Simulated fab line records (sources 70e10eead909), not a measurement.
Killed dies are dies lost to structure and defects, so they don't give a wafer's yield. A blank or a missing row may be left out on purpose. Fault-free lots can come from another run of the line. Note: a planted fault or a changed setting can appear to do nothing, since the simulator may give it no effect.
Chamber matching ; flow nand-harc ; cmp-01 running NHARC_A_WL_FILL_CMP_12: 4 sister chambers
The step polishes, t overpolish 30 s, target thk 75 nm. 4 wafers are shown with their chamber, then 8 later ones without.

WAFERS, EACH WITH ITS CHAMBER
wafer;chamber;motor-current-A (A)
L084.2;3;12.1
L084.5;0;11.6
L088.6;2;10.4
L091.2;1;12.2

WAFERS WHOSE CHAMBER IS MISSING
wafer;motor-current-A (A)
L091.3;12.2
L091.5;12.1
L094.1;13.0
L094.4;9.7
L094.5;12.0
L096.2;12.2
L096.3;12.3
L096.4;12.6

THE CHAMBER EACH PASSED THROUGH
wafer;from the rows above;in truth
L091.3;can't be placed: 1 or 3 or 0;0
L091.5;can't be placed: 3 or 1 or 0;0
L094.1;can't be placed: 1 or 3 or 0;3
L094.4;2;2
L094.5;can't be placed: 3 or 1 or 0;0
L096.2;can't be placed: 1 or 3 or 0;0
L096.3;can't be placed: 1 or 3 or 0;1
L096.4;can't be placed: 1 or 3 or 0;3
1 of 8 placed correctly. Not placeable from these rows: 7 (in 7, the candidates include the true chamber). Wrongly placed: 0.
How it was worked out, from the rows above alone: a wafer's distance from a chamber is the root of the sum, over the readings, of the square of ((its reading less the chamber's mean) divided by the reading's scatter). If the next closest chamber is less than 2 further off than the closest, the wafer can't be placed; otherwise it belongs to the closest. For every chamber, the mean is computed from those of its wafers that are shown. The scatter: with one shown wafer a chamber, the root of the mean of the squares of how far each hidden wafer lies from its nearest shown one.
